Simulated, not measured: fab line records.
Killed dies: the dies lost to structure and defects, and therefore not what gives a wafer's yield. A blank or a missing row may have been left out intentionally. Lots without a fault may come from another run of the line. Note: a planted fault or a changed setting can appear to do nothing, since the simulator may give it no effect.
A struck lot beside a sound one :: flow n5-finfet :: 36 steps out of a route of 1938
Sound: wafers L796.2, L796.4, L796.5. Struck: wafer L806.3 (L806.1, L806.4, from the same lot, were not struck and are left out); the cause is given at the end.
Order at every step that has rows: each side's tool, ch and its chambers, its first start. Under that, the readings that differ: sound wafers :: struck wafers :: difference of the means :: sigmas: that difference in standard deviations of wafers without a fault.
alike: same words and numbers on both sides, and readings whose means sit less than 2 such deviations apart. not compared: any withheld reading, any reading some wafer has no value for, any bound like >300 that may hide the same value, and any number with overlapping values for which the record gives no deviation.
Wherever a step has rows on one side only, a row that says differs or no value, or a row with sigmas, the two part there. Non-overlapping numbers with no deviation appear without sigmas and do not part them. A reading missing from all wafers of one side parts the sides only when that side holds two or more wafers.

first, 9 steps without rows for these wafers: N5_BEOL_M12_PRE_CLEAN_42 (time 30 s); N5_BEOL_M12_SPUTTER_43 (material TaN, target thk 15 nm, time 24.19 s); N5_BEOL_M12_SPUTTER_44 (material Ta, target thk 10 nm, time 16.13 s); N5_BEOL_M12_SPUTTER_45 (material Cu, target thk 80 nm, time 13.33 s); N5_BEOL_M12_ECD_47 (material Cu, target thk 720 nm); N5_BEOL_M12_ANNEAL_48 (time 90 s); N5_BEOL_M12_CMP_49 (polishes, stops on SiOC, t overpolish 20.6 s, target thk 320 nm); N5_BEOL_M12_PRE_CLEAN_52 (time 15 s); N5_BEOL_M12_DEP_53 (deposits SiCN from 3MS/NH3, target thk 30 nm, time 10.5 s).
N5_BEOL_M13_ILD_DEP_00: deposits SiOC from DEMS/O2, target thk 837.92 nm, time 166.4 s.
  sound on pecvd-01 ch 0,2, day 14 04:01; struck on pecvd-02 ch 1, day 16 07:15
reading: susceptor-temp-C (C)
sound: 350.27 349.97 350.23
struck: 341.76
difference: -8.40
sigmas: -38

reading: model.SiOC_of_BEOL_M13_ILD_DEP_00.thk-nm (nm)
sound: 829.8 841.6 839.8
struck: 868.2
difference: +31.1
sigmas: 
  alike: heater-power-w, showerhead-plenum-p-Torr, throttle-valve-pct
then, 10 steps without rows for these wafers: N5_BEOL_M13_COAT_58 (time 60 s, resist thk 89 nm); N5_BEOL_M13_COAT_04 (resist thk 400 nm); N5_BEOL_M13_EBR_06; N5_BEOL_M13_SOFTBAKE_05 (time 60 s); N5_BEOL_M13_EXPOSE_07 (exposes mask V12); N5_BEOL_M13_PEB_08 (peb time 90 s); N5_BEOL_M13_DEVELOP_09 (develop time 45 s); N5_BEOL_M13_HARDBAKE_14 (time 120 s); N5_BEOL_M13_DESCUM_15 (chemistry O2, time 7.9 s); N5_BEOL_M13_ETCH_59 (etches BARC in N2/H2, target depth 89 nm, overetch 26.7 nm, time 67.9 s).
N5_BEOL_M13_VIA_ETCH_16: etches SiOC in C4F8/O2/Ar, target depth 921.7 nm.
  sound on rie-diel-02 ch 0,2, day 14 04:49; struck on rie-diel-03 ch 1, day 16 07:54
reading: model.etch.depth-nm (nm)
sound: 829.9 841.5 839.8
struck: 868.3
difference: +31.2
sigmas: 
  alike: drypump-motor-current-A, oes-product-au, rf-vpp-V, showerhead-plenum-p-Torr, throttle-valve-pct
then, 13 steps without rows for these wafers: N5_BEOL_M13_STRIP_63 (strips in N2/H2); N5_BEOL_M13_STRIP_64 (strips in N2/H2); N5_BEOL_M13_STRIP_71 (strips in post etch residue remover, time 60 s); N5_BEOL_M13_SRD_72 (time 30 s, dry time 30 s); N5_BEOL_M13_COAT_65 (time 60 s, resist thk 350 nm); N5_BEOL_M13_COAT_66 (time 60 s, resist thk 110 nm); N5_BEOL_M13_COAT_22 (resist thk 300 nm); N5_BEOL_M13_EBR_24; N5_BEOL_M13_SOFTBAKE_23 (time 60 s); N5_BEOL_M13_EXPOSE_25 (exposes mask M13, target cd 210 nm); N5_BEOL_M13_PEB_26 (peb time 90 s); N5_BEOL_M13_DEVELOP_27 (develop time 45 s); N5_BEOL_M13_HARDBAKE_32 (time 120 s).
N5_BEOL_M13_CMP_49: polishes, stops on SiOC, t overpolish 17.1 s, target thk 420 nm.
  sound on cmp-03 ch 1,2,3, day 14 07:56; struck on cmp-01 ch 2, day 16 14:50
reading: model.SiOC_of_BEOL_M13_ILD_DEP_00.thk-nm (nm)
sound: 770.6 783 780.8
struck: 807.4
difference: +29.3
sigmas: 
  alike: barrier-field-endpoint-s, motor-current-A, overpolish-run-s, retaining-ring-pressure-frac, slurry-flow-ml-min
N5_PASSIVATION_PROBE_49:
  struck on prober-01, day 17 17:10; sound on prober-02, day 15 13:52
reading: killed-short
sound: 32 38 38
struck: 53
difference: +17
sigmas: +2
  alike: defect-limited-yield, killed_at_M0_to_M3, killed_at_M4_up, killed-at-contacts, killed-at-front-end, killed-at-other, killed-dies, killed-open, sort_bin_4_leakage, sort_bin_5_function, sort_bin_6_memory, sort-n-pass, sort-yield-pct

## WHERE THEY PART
At N5_BEOL_M13_ILD_DEP_00 first; at N5_PASSIVATION_PROBE_49 last (within this record only).

WHY: what the simulator had put in
pecvd-02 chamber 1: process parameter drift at N5_BEOL_M13_ILD_DEP_00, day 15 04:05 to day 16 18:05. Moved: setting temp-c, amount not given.
